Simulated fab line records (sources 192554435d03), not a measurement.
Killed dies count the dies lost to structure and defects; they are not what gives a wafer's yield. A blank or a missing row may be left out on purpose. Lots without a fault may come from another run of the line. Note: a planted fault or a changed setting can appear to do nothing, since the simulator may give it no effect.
A lot that was struck, set against a sound lot / flow n5 finfet / 15 steps out of a route of 1938
Sound: wafers L494.2, L494.5, L494.6. Struck: wafer L506.2 (left out: L506.3, a lot-mate that was not struck); the cause follows at the end.
At each step with rows: each side's tool, then ch and its chambers, then its first start. Under that, the readings that differ: sound wafers / struck wafers / difference of the means / sigmas: that difference in standard deviations of wafers without a fault.
alike: readings with means less than 2 such deviations apart, plus words and numbers identical on both sides. not compared: withheld readings, readings lacking a value on some wafer, bounds such as >300 that could conceal the same value, and numbers that have no deviation in the record and whose values overlap.
The two part at a step that has a row with sigmas, a row that says differs or no value, or rows on one side only. Numbers that don't overlap but have no deviation are shown without sigmas and don't part them. A reading that every wafer of one side lacks parts them only if that side has two wafers or more.

N5_BEOL_M5_OVL_MEAS_29:
  sound on overlay-02 ch 0, day 8 13:34; struck on overlay-02 ch 0, day 11 11:18
  alike: V4_OVL
N5_BEOL_M5_INSPECT_30: inspects for defects (brightfield).
  sound on defect inspect-02, day 8 13:37; struck on defect inspect-02, day 11 11:21
  alike: raw defect count
then, 1 step without rows for these wafers: N5_BEOL_M5_DESCUM_33 (chemistry O2, time 7 s).
N5_BEOL_M5_ETCH_75: etches underlayer in N2/H2, target depth 6.5 nm, time 5.2 s.
  sound on rie diel-02 ch 0,2,3, day 8 13:41; struck on rie diel-02 ch 1, day 11 11:37
  alike: drypump motor current A, etch rf on time s, oes product au, rf vpp V, showerhead plenum p Torr, throttle valve pct
  not compared: rf hours counter h
N5_BEOL_M5_ETCH_67: etches SiARC in CF4, target depth 15.6 nm, time 26 s.
  sound on rie diel-02 ch 0,2,3, day 8 13:42; struck on rie diel-02 ch 1, day 11 11:38
  alike: drypump motor current A, etch rf on time s, mfc ar sccm, oes product au, rf vpp V, showerhead plenum p Torr, throttle valve pct
  not compared: rf hours counter h
N5_BEOL_M5_ETCH_68: etches SOC in N2/H2, target depth 80 nm, overetch 16 nm, time 120 s.
  sound on rie diel-02 ch 0,2,3, day 8 13:44; struck on rie diel-02 ch 1, day 11 11:40
  alike: drypump motor current A, oes product au, rf vpp V, showerhead plenum p Torr, throttle valve pct
  not compared: rf hours counter h
then, 5 steps without rows for these wafers: N5_BEOL_M5_STRIP_69 (strips in N2/H2); N5_BEOL_M5_STRIP_76 (strips in N2/H2); N5_BEOL_M5_VIA_ETCH_34 (etches SiCOH lowk in C4F6/O2, target depth 88.3 nm, time 39.2 s); N5_BEOL_M5_STRIP_85 (strips in C4F6/O2); N5_BEOL_M5_STRIP_36 (strips in N2/H2).
N5_BEOL_M5_TRENCH_ETCH_37: etches SiCOH lowk in C4F6/O2, target depth 71.652 nm, time 24.7 s.
  sound: rie diel-02 ch 0,2,3; struck: rie diel-02 ch 1
reading=throttle valve pct (%); sound=21.25 21.25 20.97; struck=20.71; difference=-0.45; sigmas=-2
  alike: drypump motor current A, mfc ar sccm, oes_ar_750_au, oes product au, rf vpp V, showerhead plenum p Torr
  not compared: rf hours counter h
N5_BEOL_M5_ETCH_41: etches SiCN in CH3F/O2, target depth 31.5 nm, time 56.7 s.
  sound on rie diel-02 ch 0,2,3, day 8 13:56; struck on rie diel-02 ch 1, day 11 11:53
reading=model.etch.depth nm (nm); sound=21.26 21.75 21.6; struck=27.83; difference=+6.29; sigmas=
  alike: drypump motor current A, mfc ar sccm, oes product au, rf vpp V, showerhead plenum p Torr, throttle valve pct
  not compared: rf hours counter h
N5_BEOL_M5_STRIP_91: strips in N2/H2, time 10 s.
  sound: rie diel-02 ch 0,2,3; struck: rie diel-02 ch 1
reading=throttle valve pct (%); sound=24.1 23.9 23.4; struck=23.2; difference=-0.6; sigmas=-2
  alike: drypump motor current A, oes product au, rf vpp V, showerhead plenum p Torr
  not compared: rf hours counter h
N5_PASSIVATION_PROBE_49:
  the record holds rows for the sound wafers here (prober-02, day 12 19:14) but none for the struck ones

## WHERE THEY PART
Earliest at N5_BEOL_M5_TRENCH_ETCH_37; latest, in this record, at N5_PASSIVATION_PROBE_49.

WHY: whatever the simulator had introduced
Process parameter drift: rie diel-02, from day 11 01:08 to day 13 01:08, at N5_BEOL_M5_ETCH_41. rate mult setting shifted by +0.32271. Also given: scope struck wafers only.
